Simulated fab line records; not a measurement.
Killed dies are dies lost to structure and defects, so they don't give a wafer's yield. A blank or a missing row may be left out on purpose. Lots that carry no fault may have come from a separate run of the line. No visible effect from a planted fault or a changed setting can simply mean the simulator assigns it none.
Which tool was responsible?	flow n5Finfet	11 lots, 33 wafers sampled, at 4 steps of a route of 1938

## WHAT EACH GAUGE READ, for each wafer
N5_MIM_TOP_LITHO_INSPECT_12: inspects for defects (macro).
lot	measured	on	rawDefectCount
L702	day 11 13:40	defectInspect-02	1 0 2
L704	day 11 21:34	defectInspect-02	2 2 2
L703	day 12 01:22	defectInspect-02	4 0 4
L706	day 12 19:55	defectInspect-02	4 0 2
L707	day 13 11:28	defectInspect-01	2 0 2
L709	day 13 16:18	defectInspect-02	2 3 1
L712	day 14 01:59	defectInspect-01	1 5 0
L717	day 15 09:54	defectInspect-02	2 2 2
L721	day 17 05:59	defectInspect-02	2 3 3
L722	day 17 12:23	defectInspect-02	4 2 0
L724	day 17 19:17	defectInspect-02	0 2 2

N5_MIM_BOT_LITHO_CD_MEAS_08 targets a cd of 3000 nm.
lot	measured	on	cdNm (nm)
L702	day 11 14:32	cdSem-01	2999.8 3001.7 3003.1
L704	day 11 22:25	cdSem-01	2999.7 3002.8 3003.4
L703	day 12 02:13	cdSem-02	2996.6 3001.7 2999.4
L706	day 12 20:46	cdSem-02	3002.5 2999.2 3003.3
L707	day 13 12:13	cdSem-02	2999.9 3000.7 2998.0
L709	day 13 17:09	cdSem-02	2998.6 2996.3 2999.9
L712	day 14 02:47	cdSem-01	3000.0 2997.4 3000.1
L717	day 15 10:53	cdSem-02	2998.2 3001.1 2997.4
L721	day 17 07:19	cdSem-02	2999.4 2997.6 2996.9
L722	day 17 13:17	cdSem-02	2998.1 3002.3 2997.0
L724	day 17 20:22	cdSem-01	3003.8 2999.5 3000.4

N5_MIM_BOT_LITHO_OVL_MEAS_11.
lot	measured	on	MIM_BOT_OVL (nm)
L702	day 11 14:34	overlay-01	1 5 2
L704	day 11 22:27	overlay-01	-1 2 3
L703	day 12 02:14	overlay-02	0 3 -2
L706	day 12 20:47	overlay-02	-3 -12 -3
L707	day 13 12:15	overlay-02	-2 2 -4
L709	day 13 17:11	overlay-02	-5 -1 1
L712	day 14 02:49	overlay-01	-11 -10 -7
L717	day 15 10:55	overlay-01	-10 -9 -6
L721	day 17 07:20	overlay-01	512 516 517
L722	day 17 13:19	overlay-01	-1 -5 -8
L724	day 17 20:23	overlay-01	508 508 507

## EACH LOT AND THE TOOL THAT RAN IT (in order: tool; ch and the chambers of the sampled wafers; start)
lot	N5_MIM_BOT_LITHO_EXPOSE_05
L702	krfScanner-02 ch 0, day 11 14:22
L704	krfScanner-02 ch 0, day 11 22:15
L703	krfScanner-01 ch 0, day 12 02:02
L706	krfScanner-01 ch 0, day 12 20:35
L707	krfScanner-01 ch 0, day 13 12:02
L709	krfScanner-01 ch 0, day 13 16:59
L712	krfScanner-02 ch 0, day 14 02:37
L717	krfScanner-02 ch 0, day 15 10:42
L721	krfScanner-02 ch 0, day 17 07:08
L722	krfScanner-01 ch 0, day 17 13:07
L724	krfScanner-02 ch 0, day 17 20:11
- N5_MIM_BOT_LITHO_EXPOSE_05: exposes mask MIM BOT.

## AS READ BY THE TOOLS THEMSELVES (means over the sampled wafers that have a number; for cases with no such wafer, the mark the record gives instead)
N5_MIM_BOT_LITHO_EXPOSE_05.
lot	tool	focusOffsetNm (nm)
L702	krfScanner-02	-0.4
L704	krfScanner-02	0.1
L703	krfScanner-01	-0.0
L706	krfScanner-01	0.1
L707	krfScanner-01	0.4
L709	krfScanner-01	-0.2
L712	krfScanner-02	0.4
L717	krfScanner-02	0.5
L721	krfScanner-02	-0.3
L722	krfScanner-01	0.0
L724	krfScanner-02	0.5

## THE ANSWER, worked out from the rows above alone
Rule: the lots themselves supply what counts as usual. Put in order of their means at a reading, lots are off if they are a third of the lots or fewer, leave a main group of 4 or more, and stand apart from it by a gap of 3 or more times the standard deviation of the main group's means; of several such gaps the widest counts. Not used: any main group whose means are identical at the precision the tables above print for the reading. Also off: a lot with no number at a reading for which 4 or more lots have one. All remaining lots with rows at the step are treated as sound. Order of review: gauges by route order, followed by the tools' own readings, for which a lot's mean as printed above is used. The first step at which some lot is off is used, and at that step the reading that is off furthest; a lot without a number counts as furthest.
Off: L721, L724, at N5_MIM_BOT_LITHO_OVL_MEAS_11 (MIM_BOT_OVL). The main group: mean -3 nm, standard deviation 4.
A tool fits if, at a process step before that reading, it ran every lot that is off, and no sound lot after the first of them. Those tools and the gauges at N5_MIM_BOT_LITHO_OVL_MEAS_11 are tried in the same way. One fits: N5_MIM_BOT_LITHO_EXPOSE_05 on krfScanner-02. Its last sound lot is L717 (day 15 10:42), its first lot that is off L721 (day 17 07:08): a fault that began between those two fits.

## WHAT THE SIMULATOR HAD PUT IN
Scanner matching overlay: krfScanner-02, from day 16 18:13 on, at N5_MIM_BOT_LITHO_EXPOSE_05. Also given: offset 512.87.
Shown lots that were struck: L721, L724. The rule above reached the same finding.
